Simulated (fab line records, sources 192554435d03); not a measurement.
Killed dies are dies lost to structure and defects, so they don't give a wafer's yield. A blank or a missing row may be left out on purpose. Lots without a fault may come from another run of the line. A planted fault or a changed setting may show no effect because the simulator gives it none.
Chamber matching | flow n5_finfet | N5_BEOL_M4_CO_CAP_55 on cvd_co-02: 3 sister chambers
The step material Co, precursor CCTBA/H2, target thk 2 nm, time 102.1 s. 20 wafers are shown with their chamber, then 10 later ones without.

WAFERS WITH THEIR CHAMBER
wafer  | chamber | heater_power_w (W)
L074.1 | 0       | 231
L074.2 | 2       | 221
L074.3 | 1       | 246
L074.4 | 1       | 252
L074.5 | 0       | 232
L074.6 | 2       | 224
L075.1 | 2       | 223
L075.4 | 0       | 241
L075.5 | 1       | 249
L078.1 | 1       | 254
L078.2 | 0       | 233
L078.6 | 1       | 260
L082.2 | 2       | 221
L082.3 | 1       | 249
L082.6 | 0       | 239
L085.2 | 1       | 252
L085.5 | 1       | 249
L085.6 | 2       | 225
L086.1 | 2       | 219
L086.2 | 0       | 237

SIGNATURES (means of the wafers above)
reading        | chamber 0 | chamber 1 | chamber 2 | scatter within a chamber
heater_power_w | 235.50    | 251.38    | 222.17    | 3.73
Rule: a wafer's distance from a chamber is the root of the sum, over the readings, of the square of ((its reading less the chamber's mean) divided by the reading's scatter). The wafer belongs to the nearest chamber; if the next one is less than 2 further off, it can't be placed. The scatter: the root of (the sum of the squares of (reading less its chamber's mean) over the shown wafers, divided by (wafers less chambers)).

WAFERS WITHOUT THEIR CHAMBER
wafer  | heater_power_w (W)
L086.5 | 252
L087.2 | 228
L087.4 | 233
L087.6 | 253
L089.2 | 231
L089.4 | 248
L089.6 | 228
L096.1 | 239
L096.4 | 237
L096.5 | 230

WHICH CHAMBER EACH WENT THROUGH
wafer  | from the rows above     | in truth
L086.5 | 1                       | 1
L087.2 | can't be placed: 2 or 0 | 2
L087.4 | 0                       | 0
L087.6 | 1                       | 1
L089.2 | can't be placed: 0 or 2 | 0
L089.4 | 1                       | 1
L089.6 | can't be placed: 2 or 0 | 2
L096.1 | 0                       | 0
L096.4 | 0                       | 0
L096.5 | can't be placed: 0 or 2 | 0
Placed correctly: 6 of 10. Can't be placed from these rows: 4 (the true chamber is among the candidates in 4). Placed wrongly: 0.
